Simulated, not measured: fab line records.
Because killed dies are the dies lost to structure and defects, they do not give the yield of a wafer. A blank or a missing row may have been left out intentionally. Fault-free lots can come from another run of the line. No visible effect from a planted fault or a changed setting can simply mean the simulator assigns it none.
Which tool did it? / flow nand harc / 15 lots, 45 wafers sampled, at 5 steps of a route of 1302

WHAT THE GAUGES READ, wafer by wafer
NHARC_A_SOURCE_PLATE_THK_MEAS_09: measures by ellipsometry. Usual: thk nm 9.9 nm, standard deviation 0.99.
lot=L911; measured=day 7 18:10; on=film metro-02; thk nm (nm)=9.3 10.0 7.2; flag=
lot=L914; measured=day 8 21:14; on=film metro-01; thk nm (nm)=10.2 8.4 10.8; flag=
lot=L916; measured=day 10 08:09; on=film metro-02; thk nm (nm)=9.5 8.2 9.9; flag=
lot=L917; measured=day 10 14:49; on=film metro-01; thk nm (nm)=8.7 9.0 11.2; flag=
lot=L918; measured=day 10 18:30; on=film metro-01; thk nm (nm)=9.2 9.3 9.7; flag=
lot=L920; measured=day 11 06:00; on=film metro-01; thk nm (nm)=9.8 10.0 10.6; flag=
lot=L919; measured=day 11 06:01; on=film metro-02; thk nm (nm)=10.4 8.6 9.2; flag=
lot=L924; measured=day 13 08:51; on=film metro-01; thk nm (nm)=9.5 8.3 9.5; flag=
lot=L925; measured=day 13 16:04; on=film metro-01; thk nm (nm)=8.8 8.3 9.1; flag=
lot=L926; measured=day 14 04:00; on=film metro-02; thk nm (nm)=9.7 10.4 10.8; flag=
lot=L928; measured=day 14 14:33; on=film metro-02; thk nm (nm)=9.1 9.4 11.5; flag=
lot=L930; measured=day 15 10:02; on=film metro-02; thk nm (nm)=11.2 12.1 10.7; flag=
lot=L931; measured=day 16 05:21; on=film metro-01; thk nm (nm)=11.6 9.7 10.2; flag=
lot=L932; measured=day 16 05:21; on=film metro-02; thk nm (nm)=9.8 9.7 8.8; flag=
lot=L933; measured=day 16 14:35; on=film metro-01; thk nm (nm)=7.7 8.5 9.2; flag=

NHARC_A_ONON_D1_THK_MEAS_30: measures by ellipsometry. Usual: thk nm 1001 nm, standard deviation 9.4.
lot=L911; measured=day 8 17:25; on=film metro-02; thk nm (nm)=1011 1009 1010; flag=
lot=L914; measured=day 10 00:40; on=film metro-01; thk nm (nm)=1002 1001 1002; flag=
lot=L916; measured=day 11 11:20; on=film metro-02; thk nm (nm)=1002 1002 1002; flag=
lot=L917; measured=day 11 17:17; on=film metro-02; thk nm (nm)=1077 1079 1077; flag=OFF
lot=L918; measured=day 11 22:08; on=film metro-02; thk nm (nm)=1045 1046 1046; flag=OFF
lot=L920; measured=day 12 08:30; on=film metro-02; thk nm (nm)=1025 1025 1026; flag=
lot=L919; measured=day 12 08:29; on=film metro-01; thk nm (nm)=1054 1054 1055; flag=OFF
lot=L924; measured=day 14 17:05; on=film metro-01; thk nm (nm)=999 997 998; flag=
lot=L925; measured=day 14 20:26; on=film metro-01; thk nm (nm)=998 995 996; flag=
lot=L926; measured=day 15 05:57; on=film metro-02; thk nm (nm)=995 997 996; flag=
lot=L928; measured=day 15 16:53; on=film metro-02; thk nm (nm)=1011 1008 1010; flag=
lot=L930; measured=day 16 12:11; on=film metro-02; thk nm (nm)=984 985 985; flag=
lot=L931; measured=day 17 08:23; on=film metro-01; thk nm (nm)=1004 1004 1002; flag=
lot=L932; measured=day 17 08:22; on=film metro-02; thk nm (nm)=1004 1004 1005; flag=
lot=L933; measured=day 17 17:35; on=film metro-01; thk nm (nm)=1003 1004 1004; flag=

NHARC_A_ONON_D1_INSPECT_32. Usual: raw defect count 70, standard deviation 23.
lot=L911; measured=day 8 18:23; on=defect inspect-01; raw defect count=70 69 42; flag=
lot=L914; measured=day 10 01:13; on=defect inspect-01; raw defect count=72 86 113; flag=
lot=L916; measured=day 11 12:24; on=defect inspect-01; raw defect count=43 68 90; flag=
lot=L917; measured=day 11 17:49; on=defect inspect-01; raw defect count=63 69 89; flag=
lot=L918; measured=day 11 22:40; on=defect inspect-02; raw defect count=68 48 61; flag=
lot=L920; measured=day 12 09:02; on=defect inspect-01; raw defect count=47 61 36; flag=
lot=L919; measured=day 12 09:01; on=defect inspect-02; raw defect count=109 72 88; flag=
lot=L924; measured=day 14 17:38; on=defect inspect-02; raw defect count=40 82 50; flag=
lot=L925; measured=day 14 20:58; on=defect inspect-01; raw defect count=63 58 61; flag=
lot=L926; measured=day 15 06:31; on=defect inspect-02; raw defect count=40 48 58; flag=
lot=L928; measured=day 15 17:30; on=defect inspect-01; raw defect count=100 74 53; flag=
lot=L930; measured=day 16 12:44; on=defect inspect-01; raw defect count=52 73 107; flag=
lot=L931; measured=day 17 08:55; on=defect inspect-01; raw defect count=60 84 49; flag=
lot=L932; measured=day 17 08:54; on=defect inspect-02; raw defect count=50 58 59; flag=
lot=L933; measured=day 17 18:08; on=defect inspect-01; raw defect count=49 58 34; flag=

WHICH TOOL RAN EACH LOT (tool, then ch and the chambers of the sampled wafers, then the start)
lot=L911; NHARC_A_ONON_D1_DEP_28=pecvd onon-02 ch 0, day 8 17:02; NHARC_A_ONON_D1_DEP_33=pecvd-02 ch 1,2, day 8 17:55
lot=L914; NHARC_A_ONON_D1_DEP_28=pecvd onon-02 ch 0, day 10 00:08; NHARC_A_ONON_D1_DEP_33=pecvd-03 ch 0,1, day 10 00:46
lot=L916; NHARC_A_ONON_D1_DEP_28=pecvd onon-02 ch 0, day 11 10:56; NHARC_A_ONON_D1_DEP_33=pecvd-03 ch 0,1,2, day 11 11:56
lot=L917; NHARC_A_ONON_D1_DEP_28=pecvd onon-02 ch 0, day 11 16:46; NHARC_A_ONON_D1_DEP_33=pecvd-03 ch 1,2, day 11 17:23
lot=L918; NHARC_A_ONON_D1_DEP_28=pecvd onon-02 ch 0, day 11 21:38; NHARC_A_ONON_D1_DEP_33=pecvd-02 ch 0,2, day 11 22:17
lot=L920; NHARC_A_ONON_D1_DEP_28=pecvd onon-04 ch 0, day 12 08:02; NHARC_A_ONON_D1_DEP_33=pecvd-03 ch 0,2, day 12 08:39
lot=L919; NHARC_A_ONON_D1_DEP_28=pecvd onon-02 ch 0, day 12 08:02; NHARC_A_ONON_D1_DEP_33=pecvd-02 ch 0,1,2, day 12 08:33
lot=L924; NHARC_A_ONON_D1_DEP_28=pecvd onon-02 ch 0, day 14 16:46; NHARC_A_ONON_D1_DEP_33=pecvd-03 ch 0,1,2, day 14 17:17
lot=L925; NHARC_A_ONON_D1_DEP_28=pecvd onon-04 ch 0, day 14 20:02; NHARC_A_ONON_D1_DEP_33=pecvd-03 ch 1,2, day 14 20:35
lot=L926; NHARC_A_ONON_D1_DEP_28=pecvd onon-04 ch 0, day 15 05:25; NHARC_A_ONON_D1_DEP_33=pecvd-04 ch 1,2, day 15 06:03
lot=L928; NHARC_A_ONON_D1_DEP_28=pecvd onon-02 ch 0, day 15 16:23; NHARC_A_ONON_D1_DEP_33=pecvd-02 ch 0,1,2, day 15 17:00
lot=L930; NHARC_A_ONON_D1_DEP_28=pecvd onon-04 ch 0, day 16 11:44; NHARC_A_ONON_D1_DEP_33=pecvd-02 ch 0,1,2, day 16 12:14
lot=L931; NHARC_A_ONON_D1_DEP_28=pecvd onon-04 ch 0, day 17 07:52; NHARC_A_ONON_D1_DEP_33=pecvd-04 ch 0,2, day 17 08:29
lot=L932; NHARC_A_ONON_D1_DEP_28=pecvd onon-01 ch 0, day 17 07:55; NHARC_A_ONON_D1_DEP_33=pecvd-02 ch 0,2, day 17 08:26
lot=L933; NHARC_A_ONON_D1_DEP_28=pecvd onon-02 ch 0, day 17 17:05; NHARC_A_ONON_D1_DEP_33=pecvd-04 ch 0,1,2, day 17 17:39
- NHARC_A_ONON_D1_DEP_28: target thk 1000 nm.
- NHARC_A_ONON_D1_DEP_33: deposits SiO2, target thk 200 nm.

AS READ BY THE TOOLS THEMSELVES (means over the sampled wafers that have a number; for cases with no such wafer, the mark the record gives instead)
NHARC_A_ONON_D1_DEP_33. Usual: chamber pressure Torr 6.498 Torr, standard deviation 0.015; heater power w 582 W, standard deviation 95; rf fwd power W 898.3 W, standard deviation 2.6; throttle valve pct 16.1 %, standard deviation 0.57.
lot=L911; tool=pecvd-02; chamber pressure Torr (Torr)=6.498; heater power w (W)=497; rf fwd power W (W)=898.7; throttle valve pct (%)=16.8; flag=
lot=L914; tool=pecvd-03; chamber pressure Torr (Torr)=6.504; heater power w (W)=696; rf fwd power W (W)=896.4; throttle valve pct (%)=15.7; flag=
lot=L916; tool=pecvd-03; chamber pressure Torr (Torr)=6.501; heater power w (W)=599; rf fwd power W (W)=897.6; throttle valve pct (%)=15.9; flag=
lot=L917; tool=pecvd-03; chamber pressure Torr (Torr)=6.493; heater power w (W)=675; rf fwd power W (W)=894.6; throttle valve pct (%)=15.7; flag=
lot=L918; tool=pecvd-02; chamber pressure Torr (Torr)=6.513; heater power w (W)=502; rf fwd power W (W)=897.0; throttle valve pct (%)=16.1; flag=
lot=L920; tool=pecvd-03; chamber pressure Torr (Torr)=6.495; heater power w (W)=578; rf fwd power W (W)=897.7; throttle valve pct (%)=15.9; flag=
lot=L919; tool=pecvd-02; chamber pressure Torr (Torr)=6.490; heater power w (W)=517; rf fwd power W (W)=896.8; throttle valve pct (%)=16.3; flag=
lot=L924; tool=pecvd-03; chamber pressure Torr (Torr)=6.501; heater power w (W)=621; rf fwd power W (W)=898.8; throttle valve pct (%)=15.9; flag=
lot=L925; tool=pecvd-03; chamber pressure Torr (Torr)=6.505; heater power w (W)=573; rf fwd power W (W)=898.1; throttle valve pct (%)=15.9; flag=
lot=L926; tool=pecvd-04; chamber pressure Torr (Torr)=6.483; heater power w (W)=564; rf fwd power W (W)=896.9; throttle valve pct (%)=16.0; flag=
lot=L928; tool=pecvd-02; chamber pressure Torr (Torr)=6.505; heater power w (W)=549; rf fwd power W (W)=898.8; throttle valve pct (%)=16.6; flag=
lot=L930; tool=pecvd-02; chamber pressure Torr (Torr)=6.518; heater power w (W)=499; rf fwd power W (W)=897.8; throttle valve pct (%)=16.5; flag=
lot=L931; tool=pecvd-04; chamber pressure Torr (Torr)=6.474; heater power w (W)=694; rf fwd power W (W)=898.3; throttle valve pct (%)=15.9; flag=
lot=L932; tool=pecvd-02; chamber pressure Torr (Torr)=6.501; heater power w (W)=537; rf fwd power W (W)=896.9; throttle valve pct (%)=17.0; flag=
lot=L933; tool=pecvd-04; chamber pressure Torr (Torr)=6.500; heater power w (W)=620; rf fwd power W (W)=897.3; throttle valve pct (%)=15.9; flag=

THE ANSWER, worked out from the rows above alone
Rule: take the mean of a lot's wafers that have a number; if it is more than 3 standard deviations from the usual mean, the lot is off. Also off: a lot with no number at a reading for which 4 or more lots have one. The other lots that the step has rows for count as sound. The gauges are gone through in route order, then the tools' own readings, and for those a lot's mean is taken as printed above. At the first step where some lot is off, the reading lying furthest off is the one used; lots without a number count as furthest.
Off: L917, L918, L919, at NHARC_A_ONON_D1_THK_MEAS_30 (thk nm).
A tool fits if, at a process step before that reading, it ran every lot that is off, and no sound lot after the first of them. The gauges at NHARC_A_ONON_D1_THK_MEAS_30 are tried like those tools. Not one of the candidates tried fits.

WHAT THE SIMULATOR HAD PUT IN
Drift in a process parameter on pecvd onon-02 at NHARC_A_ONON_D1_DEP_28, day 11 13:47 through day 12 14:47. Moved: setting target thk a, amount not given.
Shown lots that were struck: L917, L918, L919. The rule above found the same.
